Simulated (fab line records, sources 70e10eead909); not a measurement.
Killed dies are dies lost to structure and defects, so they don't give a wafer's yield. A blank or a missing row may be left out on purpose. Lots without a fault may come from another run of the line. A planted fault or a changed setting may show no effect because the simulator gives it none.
fab line records | flow nand_harc | part 1 of 2: steps 1 to 4 of 6
record lots=23 wafers=69 last_day=24
route steps=1159 shown P_M2@332 A_CHANNEL_HOLE_D1@471 A_CHANNEL_FILL_D1@493
lots that met no fault: from a run of the same line without faults
start_h: hours from the record's first day to the start of the lot's first wafer shown | wait_h: hours since the lot's step before | " the same as in the row above | L1.1+2: a row that stands for several wafers | - no value, or no start given | * or withheld: withheld | < > ~ a bound
route shown NAME@n: a module of which the file shows steps, and the number in the route of the first | usual: mean/standard deviation of fault-free wafers | same: alike in all rows | chamber/n: place in a boat | sites: the reading at each site | _std_site: their standard deviation | _edge_site: outer sites' mean less inner sites' | radius_mm: how far each site lies from the wafer's centre | mask NAME#n: copy n | behind: the tool/chamber that last shaped the wafer | hold: why the lot was held/for how many hours/how that ended | device: the transistor (n, p or np) that didn't switch | end of line: the same wafers' tests at the end of the route | a step without rows: its recipe alone | killed: dies lost to structure and defects at the first sort, not the wafer's yield | map: a wafer's dies, x killed, . not, _ none there
set.NAME: the setting as run; set.NAME@STEP: as run at that earlier step | model.NAME: the simulator's own value behind a step, which no gauge read
steps of the route over a sample of lots; a table a step, a row a wafer
services: from which hour (start_h, from the record's first day; less than 0 if before it) a tool's chamber was out of use, for how many hours, and why
## steps
# step NHARC_P_M2_ETCH_35
# recipe target_depth_a=400 overetch_a=120 time_s=43.94 ion_energy_ev=200 n2_flow_sccm=150 h2_flow_sccm=150 ar_flow_sccm=0 rf_w=400 bias_w=150 chemistry=N2/H2
# usual drypump_motor_current_A=5.5/0.51 oes_product_au=1.002/0.0073 rf_vpp_V=430.6/2.7 showerhead_plenum_p_Torr=2.04/0.095 throttle_valve_pct=14.172/0.0094
# columns lot.wafer tool chamber start_h wait_h drypump_motor_current_A oes_product_au rf_hours_counter_h rf_vpp_V showerhead_plenum_p_Torr throttle_valve_pct
L074.4 rie_diel-10 3 124.65 0.1 5.6 1.008 4 431.4 2.06 14.173
L074.5 " 1 " " 5.0 1.013 - 429.8 1.99 14.159
L074.6 " 2 " " 5.2 1.001 - 435.3 2.21 14.178
L075.4 rie_diel-03 1 139.68 0.1 6.4 0.999 32 428.4 1.93 14.183
L075.6 " 3 " " 6.4 1.006 - 435.4 2.17 14.172
L075.5 " 0 " " 5.2 0.998 - 427.0 1.90 14.157
L076.3 rie_diel-10 0 142.64 0.1 5.3 0.989 5 430.3 1.98 14.165
L076.4 " 2 " " 5.2 0.994 5 434.1 2.21 14.164
L076.1 " 3 " " 5.6 0.997 5 430.6 2.06 14.187
L077.2 rie_diel-03 1 143.40 0.3 6.4 0.992 34 427.2 1.93 14.181
L077.1 " 0 " " 5.2 0.995 36 426.5 1.90 14.175
L077.6 " 2 " " 6.7 0.995 - 429.3 2.04 14.182
L079.2 rie_diel-10 3 146.02 0.1 5.6 1.000 5 430.8 2.06 14.189
L079.6 " 0 " " 5.3 0.999 - 428.1 1.98 14.180
L079.5 " 1 " " 5.0 1.015 - 428.4 1.99 14.176
L078.2 rie_diel-10 0 153.52 0.1 5.3 0.993 5 429.7 1.98 14.175
L078.1 " 1 " " 5.0 1.007 5 429.7 1.99 14.159
L078.5 " 0 " " 5.3 0.994 - 428.4 1.98 14.179
L080.3 rie_diel-10 3 162.65 0.1 5.6 0.993 6 432.0 2.06 14.183
L080.5 " 1 " " 5.0 1.009 - 429.4 1.99 14.167
L080.6 " 2 " " 5.2 0.995 - 434.4 2.21 14.181
L083.1 rie_diel-03 2 178.41 0.1 6.7 0.998 47 431.2 2.04 14.186
L083.2 " 3 " " 6.4 1.006 47 435.2 2.17 14.174
L083.5 " 0 " " 5.2 1.004 - 427.6 1.90 14.178
L081.2 rie_diel-01 3 179.39 0.1 5.6 0.998 5 432.5 2.14 14.179
L081.4 " 0 " " 5.3 0.998 5 431.7 2.10 14.164
L081.6 " 0 " " 5.3 0.998 - 433.6 2.10 14.179
L082.4 rie_diel-03 1 185.05 0.1 6.4 0.993 51 427.2 1.92 14.179
L082.1 " 2 " " 6.7 0.999 50 429.7 2.04 14.184
L082.5 " 1 " " 6.4 0.998 - 426.7 1.92 14.163
L085.3 rie_diel-01 0 190.33 0.1 5.3 1.002 7 432.9 2.10 14.197
L085.1 " 1 " " 5.7 1.006 7 432.7 2.13 14.183
L085.6 " 2 " " 5.6 0.993 - 427.5 1.92 14.172
L084.2 rie_diel-03 2 190.48 0.1 6.7 0.994 51 430.6 2.04 14.185
L084.1 " 0 " " 5.2 0.994 53 427.4 1.89 14.165
L084.3 " 1 " " 6.4 0.986 51 426.7 1.92 14.172
L087.1 rie_diel-10 2 206.75 0.1 5.3 1.004 1 435.5 2.21 14.177
L087.5 " 0 " " 5.3 1.000 - 428.4 1.98 14.172
L087.6 " 1 " " 5.0 1.005 - 429.1 1.99 14.170
L086.2 rie_diel-03 1 208.54 0.1 6.4 0.992 57 426.1 1.92 14.172
L086.1 " 2 " " 6.7 1.001 55 432.0 2.03 14.161
L086.6 " 3 " " 6.4 0.997 - 434.1 2.16 14.167
L089.1 rie_diel-10 0 222.20 0.1 5.3 1.011 1 429.8 1.98 14.184
L089.2 " 1 " " 5.0 1.012 1 428.9 1.99 14.175
L089.4 " 3 " " 5.6 0.998 1 431.9 2.06 14.165
L088.4 rie_diel-10 0 222.95 0.1 5.3 0.999 1 428.0 1.97 14.180
L088.1 " 2 " " 5.2 1.001 1 435.6 2.21 14.166
L088.6 " 0 " " 5.3 0.992 - 429.0 1.97 14.164
L092.3 rie_diel-10 0 229.07 0.1 5.3 0.999 2 427.8 1.97 14.171
L092.2 " 1 " " 5.0 1.011 2 428.5 1.99 14.164
L092.4 " 3 " " 5.6 1.001 2 431.4 2.06 14.180
L091.3 rie_diel-10 3 231.24 0.1 5.6 1.003 2 432.2 2.06 14.164
L091.4 " 1 " " 5.0 1.005 2 429.6 1.99 14.177
L091.6 " 0 " " 5.3 0.995 - 428.6 1.97 14.172
L093.1 rie_diel-10 0 236.18 0.1 5.3 1.014 2 429.1 1.97 14.174
L093.3 " 2 " " 5.2 1.005 1 435.5 2.20 14.173
L093.6 " 3 " " 5.6 1.013 - 430.7 2.06 14.176
L094.4 rie_diel-10 3 248.76 0.1 5.6 1.007 2 430.4 2.06 14.177
L094.3 " 0 " " 5.3 1.005 2 427.8 1.97 14.161
L094.1 " 1 " " 5.0 1.007 2 430.1 1.99 14.153
L095.4 rie_diel-10 2 249.33 0.1 5.3 1.006 2 435.0 2.20 14.189
L095.3 " 0 " " 5.3 1.011 3 428.8 1.97 14.165
L095.1 " 1 " " 5.0 1.015 2 429.8 1.99 14.177
L097.2 rie_diel-10 0 256.45 0.1 5.3 0.994 3 429.6 1.97 14.158
L097.4 " 1 " " 5.0 1.002 3 429.3 1.99 14.177
L097.5 " 1 " " 5.0 1.009 - 428.8 1.99 14.159
L096.2 rie_diel-10 3 258.10 0.1 5.6 1.021 3 432.6 2.06 14.171
L096.4 " 0 " " 5.3 1.002 3 429.4 1.97 14.167
L096.6 " 0 " " 5.3 1.005 - 428.2 1.97 14.175
# step NHARC_P_M2_CMP_23
# recipe t_overpolish_s=20 target_thk_nm=144.3
# usual motor_current_A=12.3/1.1 time_to_endpoint_s=27.8/2.5
# columns lot.wafer tool chamber start_h wait_h motor_current_A time_to_endpoint_s
L074.4 cmp-02 2 126.74 - 12.9 31.1
L074.5 " 3 " " 12.3 33.6
L074.6 " 0 " " 11.4 31.2
L075.4 cmp-02 0 141.70 - 11.3 33.1
L075.6 " 0 " " 12.2 29.2
L075.5 " 1 " " 12.2 31.3
L076.3 cmp-01 0 144.69 - 11.8 25.3
L076.4 " 1 " " 10.8 23.0
L076.1 " 2 " " 12.6 24.2
L077.2 cmp-01 2 145.45 - 12.3 22.5
L077.1 " 1 " " 11.4 21.4
L077.6 " 2 " " 12.2 24.6
L079.2 cmp-02 0 148.11 - 11.8 31.7
L079.5 " 3 " " 12.6 32.9
L079.6 " 0 " " 11.5 31.0
L078.1 cmp-01 0 155.55 - 11.7 26.6
L078.2 " 2 " " 12.6 22.5
L078.5 " 1 " " 11.4 27.3
L080.3 cmp-03 1 164.93 - 12.9 28.0
L080.5 " 3 " " 13.3 30.7
L080.6 " 0 " " 12.8 28.6
L083.2 cmp-03 2 180.50 - 10.7 26.0
L083.1 " 0 " " 12.5 27.0
L083.5 " 2 " " 9.7 25.8
L081.2 cmp-03 0 181.40 - 12.6 28.8
L081.4 " 3 " " 12.6 29.8
L081.6 " 0 " " 13.0 29.1
L082.1 cmp-02 1 187.13 - 12.3 28.7
L082.4 " 2 " " 13.1 27.4
L082.5 " 1 " " 12.7 29.6
L085.1 cmp-03 1 192.34 - 13.4 29.0
L085.3 " 3 " " 12.2 27.6
L085.6 " 2 " " 10.7 26.0
L084.2 cmp-02 2 192.98 - 12.8 28.5
L084.1 " 3 " " 12.0 27.4
L084.3 " 0 " " 11.8 28.4
L087.1 cmp-02 3 208.83 - 12.1 30.9
L087.5 " 1 " " 12.4 30.8
L087.6 " 2 " " 12.5 31.1
L086.1 cmp-01 2 210.89 - 12.4 26.8
L086.2 " 3 " " 14.2 29.1
L086.6 " 2 " " 12.2 24.8
L089.4 cmp-03 0 224.37 - 13.4 29.0
L089.2 " 1 " " 13.3 24.7
L089.1 " 2 " " 10.5 28.0
L088.1 cmp-03 2 225.15 - 10.4 27.1
L088.4 " 3 " " 12.6 27.1
L088.6 " 0 " " 13.0 28.2
L092.2 cmp-02 2 231.40 - 13.1 25.3
L092.3 " 3 " " 11.9 29.5
L092.4 " 1 " " 12.2 26.6
L091.4 cmp-01 0 233.33 - 11.8 25.5
L091.3 " 2 " " 11.4 23.7
L091.6 " 0 " " 11.7 24.0
L093.3 cmp-01 3 238.20 - 14.3 29.3
L093.1 " 1 " " 11.0 26.4
L093.6 " 0 " " 12.5 28.1
L094.3 cmp-02 1 250.79 - 12.7 30.0
L094.1 " 2 " " 13.2 27.8
L094.4 " 0 " " 12.1 28.3
L095.1 cmp-03 1 251.35 - 13.4 24.2
L095.4 " 2 " " 10.2 26.4
L095.3 " 0 " " 12.3 24.7
L097.2 cmp-03 2 258.50 - 10.2 26.8
L097.4 " 0 " " 12.8 24.6
L097.5 " 2 " " 10.7 26.7
L096.2 cmp-01 1 260.17 - 10.7 28.9
L096.4 " 3 " " 14.9 32.0
L096.6 " 2 " " 12.1 28.7
# step NHARC_A_CHANNEL_HOLE_D1_ETCH_19
# recipe bias_v=1200 source_w=2500 pressure_mtorr=15 time_s=34.5 ar_flow_sccm=375 c4f8_flow_sccm=28.8 o2_flow_sccm=96.2 temp_c=-20 target_depth_a=* chemistry=C4F8/O2/Ar
# usual drypump_motor_current_A=5.5/0.49 esc_clamp_current_uA=0.02118/0.00019 showerhead_plenum_p_Torr=3.83/0.081 throttle_valve_pct=37.039/0.0087
# columns lot.wafer tool chamber start_h wait_h drypump_motor_current_A esc_clamp_current_uA rf_hours_counter_h showerhead_plenum_p_Torr throttle_valve_pct
L074.4 har_etch-01 0 175.68 0.1 4.8 0.02126 - 3.88 37.035
L074.5 " 0 " " 4.8 0.02129 - 3.88 37.041
L074.6 " 1 " " 5.9 0.02093 - 3.88 37.039
L077.2 har_etch-01 1 189.88 0.1 5.9 0.02088 190 3.87 37.035
L077.1 " 0 " " 4.8 0.02122 190 3.87 37.028
L077.6 " 0 " " 4.8 0.02127 - 3.87 37.046
L076.1 har_etch-02 1 190.44 0.1 5.3 0.0214 103 3.70 37.037
L076.3 " 0 " " 6.0 0.02107 - 3.92 37.032
L076.4 " 1 " " 5.3 0.02134 - 3.70 37.024
L075.4 har_etch-01 0 194.09 3.3 4.8 0.0213 - 3.87 37.032
L075.5 " 1 " " 5.9 0.02093 - 3.87 37.024
L075.6 " 0 " " 4.8 0.02128 - 3.87 37.025
L079.2 har_etch-02 1 194.61 2.8 5.3 0.02139 107 3.70 37.037
L079.5 " 0 " " 6.0 0.02112 - 3.92 37.039
L079.6 " 1 " " 5.3 0.02142 - 3.70 37.038
L078.1 har_etch-01 1 202.08 0.1 5.9 0.02089 199 3.87 37.037
L078.2 " 0 " " 4.8 0.02125 199 3.87 37.062
L078.5 " 0 " " 4.8 0.0213 - 3.87 37.048
L083.1 har_etch-02 0 227.28 0.1 6.0 0.02111 116 3.92 37.051
L083.2 " 1 " " 5.3 0.02137 116 3.70 37.036
L083.5 " 0 " " 6.0 0.02104 - 3.92 37.043
L080.3 har_etch-01 1 227.63 0.1 5.9 0.02093 - 3.86 37.039
L080.5 " 0 " " 4.8 0.02124 - 3.86 37.032
L080.6 " 1 " " 5.9 0.02093 - 3.86 37.034
L081.2 har_etch-02 1 231.44 3.4 5.3 0.02135 120 3.70 37.033
L081.4 " 0 " " 6.0 0.02102 - 3.91 37.043
L081.6 " 0 " " 6.0 0.02112 - 3.91 37.037
L082.1 har_etch-01 1 235.51 0.1 5.9 0.02094 210 3.86 37.045
L082.4 " 1 " " 5.9 0.0209 - 3.86 37.048
L082.5 " 1 " " 5.9 0.02094 - 3.86 37.034
L084.2 har_etch-02 0 240.85 0.1 6.0 0.0211 125 3.91 37.040
L084.1 " 1 " " 5.3 0.02135 125 3.69 37.045
L084.3 " 0 " " 5.9 0.02105 - 3.91 37.030
L085.1 har_etch-01 0 241.87 0.1 4.8 0.02133 216 3.86 37.030
L085.3 " 0 " " 4.8 0.02131 - 3.86 37.052
L085.6 " 0 " " 4.8 0.02136 - 3.86 37.023
L087.1 har_etch-01 1 255.99 0.1 5.9 0.02097 221 3.86 37.033
L087.5 " 1 " " 6.0 0.02096 - 3.86 37.057
L087.6 " 0 " " 4.8 0.02129 - 3.86 37.030
L086.2 har_etch-02 0 256.43 0.1 6.0 0.02106 132 3.91 37.041
L086.1 " 1 " " 5.3 0.02139 132 3.69 37.032
L086.6 " 1 " " 5.3 0.02138 - 3.69 37.045
L091.3 har_etch-02 1 275.04 0.1 5.3 0.0214 - 3.69 37.036
L091.4 " 0 " " 6.0 0.02114 - 3.90 37.041
L091.6 " 0 " " 6.0 0.02109 - 3.90 37.037
L092.2 har_etch-01 1 275.16 0.1 5.9 0.02096 228 3.85 37.035
L092.4 " 0 " " 4.8 0.02126 - 3.85 37.025
L092.3 " 1 " " 5.9 0.02091 - 3.85 37.052
L089.1 har_etch-02 1 279.15 3.7 5.3 0.02144 141 3.68 37.031
L089.2 " 0 " " 6.0 0.02113 141 3.90 37.025
L089.4 " 1 " " 5.3 0.02144 - 3.68 37.059
L088.1 har_etch-02 1 283.34 6.2 5.3 0.02147 145 3.68 37.045
L088.4 " 0 " " 5.9 0.02109 - 3.90 37.026
L088.6 " 1 " " 5.3 0.02147 - 3.68 37.036
L093.1 har_etch-01 0 286.98 0.1 4.8 0.02133 239 3.85 37.038
L093.3 " 0 " " 4.8 0.02132 - 3.84 37.040
L093.6 " 1 " " 5.9 0.02095 - 3.85 37.047
L094.1 har_etch-01 1 297.04 0.1 5.9 0.02101 243 3.84 37.037
L094.3 " 1 " " 5.9 0.02094 - 3.84 37.028
L094.4 " 0 " " 4.8 0.02134 - 3.84 37.051
L095.1 har_etch-02 1 297.20 0.1 5.3 0.02145 151 3.68 37.042
L095.4 " 1 " " 5.3 0.02149 - 3.68 37.049
L095.3 " 0 " " 6.0 0.02106 - 3.90 37.029
L096.2 har_etch-01 0 304.31 0.1 4.8 0.02131 248 3.84 37.025
L096.4 " 1 " " 5.9 0.02096 - 3.84 37.017
L096.6 " 0 " " 4.8 0.02129 - 3.84 37.040
L097.2 har_etch-02 1 305.89 0.1 5.3 0.02145 156 3.67 37.042
L097.4 " 0 " " 6.0 0.02109 - 3.89 37.050
L097.5 " 1 " " 5.3 0.02143 - 3.67 37.056
# step NHARC_A_CHANNEL_HOLE_D1_ETCH_22
# recipe bias_v=3000 source_w=withheld pressure_mtorr=20 time_s=666.7 ar_flow_sccm=375 c4f8_flow_sccm=89.3 o2_flow_sccm=35.7 temp_c=-20 target_depth_a=16000 chemistry=C4F8/O2/Ar
# usual drypump_motor_current_A=5.5/0.5 esc_clamp_current_uA=0.02118/0.0002 showerhead_plenum_p_Torr=3.78/0.077 throttle_valve_pct=32.155/0.0087
# columns lot.wafer tool chamber start_h wait_h drypump_motor_current_A esc_clamp_current_uA rf_hours_counter_h showerhead_plenum_p_Torr throttle_valve_pct
L074.4 har_etch-01 0 176.70 0.4 4.8 0.02133 - 3.83 32.160
L074.5 " 0 " " 4.8 0.0213 - 3.83 32.154
L074.6 " 1 " " 5.9 0.02091 - 3.83 32.162
L077.2 har_etch-01 1 190.74 0.4 5.9 0.02095 191 3.83 32.154
L077.1 " 0 " " 4.8 0.02128 191 3.83 32.149
L077.6 " 0 " " 4.8 0.02134 - 3.83 32.152
L076.1 har_etch-02 1 191.38 0.4 5.3 0.02141 104 3.66 32.162
L076.3 " 0 " " 6.0 0.02115 - 3.87 32.159
L076.4 " 1 " " 5.3 0.02143 - 3.66 32.162
L075.4 har_etch-01 0 195.19 0.4 4.8 0.02128 - 3.82 32.161
L075.5 " 1 " " 5.9 0.02091 - 3.82 32.150
L075.6 " 0 " " 4.8 0.0213 - 3.82 32.144
L079.2 har_etch-02 1 195.55 0.4 5.3 0.02142 108 3.66 32.159
L079.5 " 0 " " 6.0 0.02104 - 3.87 32.157
L079.6 " 1 " " 5.3 0.02137 - 3.66 32.163
L078.1 har_etch-01 1 202.95 0.4 6.0 0.02089 200 3.82 32.168
L078.2 " 0 " " 4.8 0.0213 200 3.82 32.154
L078.5 " 0 " " 4.8 0.0213 - 3.82 32.151
L083.1 har_etch-02 0 228.14 0.4 6.0 0.02102 117 3.87 32.178
L083.2 " 1 " " 5.3 0.02139 117 3.66 32.153
L083.5 " 0 " " 6.0 0.02105 - 3.87 32.171
L080.3 har_etch-01 1 228.73 0.4 5.9 0.02088 - 3.82 32.149
L080.5 " 0 " " 4.8 0.02132 - 3.82 32.168
L080.6 " 1 " " 6.0 0.02093 - 3.82 32.150
L081.2 har_etch-02 1 232.39 0.4 5.3 0.02139 121 3.65 32.162
L081.4 " 0 " " 6.0 0.02106 - 3.86 32.163
L081.6 " 0 " " 6.0 0.02101 - 3.86 32.165
L082.1 har_etch-01 1 236.45 0.4 5.9 0.02092 211 3.81 32.139
L082.4 " 1 " " 5.9 0.02091 - 3.81 32.161
L082.5 " 1 " " 5.9 0.02091 - 3.81 32.155
L084.2 har_etch-02 0 241.72 0.4 6.0 0.02106 126 3.86 32.145
L084.1 " 1 " " 5.3 0.02146 126 3.65 32.149
L084.3 " 0 " " 6.0 0.02111 - 3.86 32.145
L085.1 har_etch-01 0 242.81 0.4 4.8 0.02136 216 3.81 32.147
L085.3 " 0 " " 4.8 0.02137 - 3.81 32.142
L085.6 " 0 " " 4.8 0.02132 - 3.81 32.168
L087.1 har_etch-01 1 256.84 0.4 5.9 0.02093 222 3.81 32.154
L087.5 " 1 " " 5.9 0.02088 - 3.81 32.152
L087.6 " 0 " " 4.8 0.02129 - 3.81 32.168
L086.2 har_etch-02 0 257.29 0.4 6.0 0.02119 133 3.86 32.170
L086.1 " 1 " " 5.3 0.02138 133 3.65 32.157
L086.6 " 1 " " 5.3 0.02141 - 3.65 32.154
L091.3 har_etch-02 1 276.06 0.4 5.3 0.02145 - 3.65 32.159
L091.4 " 0 " " 6.0 0.0211 - 3.85 32.142
L091.6 " 0 " " 6.0 0.02107 - 3.85 32.153
L092.2 har_etch-01 1 276.09 0.4 5.9 0.02087 229 3.80 32.156
L092.4 " 0 " " 4.8 0.02138 - 3.80 32.161
L092.3 " 1 " " 6.0 0.02087 - 3.80 32.145
L089.1 har_etch-02 1 280.02 0.4 5.3 0.02139 142 3.64 32.160
L089.2 " 0 " " 6.0 0.02108 142 3.85 32.145
L089.4 " 1 " " 5.3 0.02141 - 3.64 32.141
L088.1 har_etch-02 1 284.28 0.4 5.3 0.02145 146 3.64 32.149
L088.4 " 0 " " 6.0 0.0211 - 3.85 32.164
L088.6 " 1 " " 5.3 0.0215 - 3.64 32.144
L093.1 har_etch-01 0 287.87 0.4 4.8 0.02131 240 3.80 32.158
L093.3 " 0 " " 4.8 0.02136 - 3.80 32.147
L093.6 " 1 " " 5.9 0.02098 - 3.80 32.149
L094.1 har_etch-01 1 297.91 0.4 5.9 0.02096 243 3.80 32.157
L094.3 " 1 " " 5.9 0.02094 - 3.80 32.148
L094.4 " 0 " " 4.8 0.02134 - 3.80 32.165
L095.1 har_etch-02 1 298.06 0.4 5.3 0.02144 151 3.64 32.166
L095.4 " 1 " " 5.3 0.0214 - 3.64 32.152
L095.3 " 0 " " 6.0 0.02108 - 3.85 32.157
L096.2 har_etch-01 0 305.26 0.4 4.8 0.02136 249 3.79 32.157
L096.4 " 1 " " 5.9 0.02094 - 3.79 32.141
L096.6 " 0 " " 4.8 0.02128 - 3.79 32.153
L097.2 har_etch-02 1 306.74 0.4 5.3 0.02149 157 3.63 32.161
L097.4 " 0 " " 6.0 0.02117 - 3.84 32.159
L097.5 " 1 " " 5.3 0.02146 - 3.63 32.155
